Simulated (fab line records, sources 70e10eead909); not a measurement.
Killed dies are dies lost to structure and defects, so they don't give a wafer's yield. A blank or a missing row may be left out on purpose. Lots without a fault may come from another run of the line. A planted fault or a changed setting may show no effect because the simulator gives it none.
Chamber matching | flow nand_harc | NHARC_P_M2_PRE_CLEAN_32 on pecvd-02: 3 sister chambers
The step time 12 s. 3 wafers are shown with their chamber, then 7 later ones without.

WAFERS WITH THEIR CHAMBER
wafer  | chamber | heater_power_w (W)
L084.5 | 0       | 691
L087.1 | 2       | 648
L093.4 | 1       | 634

WAFERS WITHOUT THEIR CHAMBER
wafer  | heater_power_w (W)
L093.6 | 665
L094.1 | 641
L094.2 | 732
L094.5 | 711
L096.2 | 690
L096.3 | 630
L096.4 | 625

WHICH CHAMBER EACH WENT THROUGH
wafer  | from the rows above          | in truth
L093.6 | can't be placed: 2 or 0 or 1 | 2
L094.1 | can't be placed: 1 or 2      | 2
L094.2 | 0                            | 0
L094.5 | 0                            | 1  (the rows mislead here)
L096.2 | 0                            | 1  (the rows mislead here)
L096.3 | can't be placed: 1 or 2      | 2
L096.4 | can't be placed: 1 or 2      | 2
Placed correctly: 1 of 7. Can't be placed from these rows: 4 (the true chamber is among the candidates in 4). Placed wrongly: 2.
How it was worked out, from the rows above alone: a wafer's distance from a chamber is the root of the sum, over the readings, of the square of ((its reading less the chamber's mean) divided by the reading's scatter). The wafer belongs to the nearest chamber; if the next one is less than 2 further off, it can't be placed. A chamber's mean is the mean of its shown wafers. The scatter: with one shown wafer a chamber, the root of the mean of the squares of how far each hidden wafer lies from its nearest shown one.
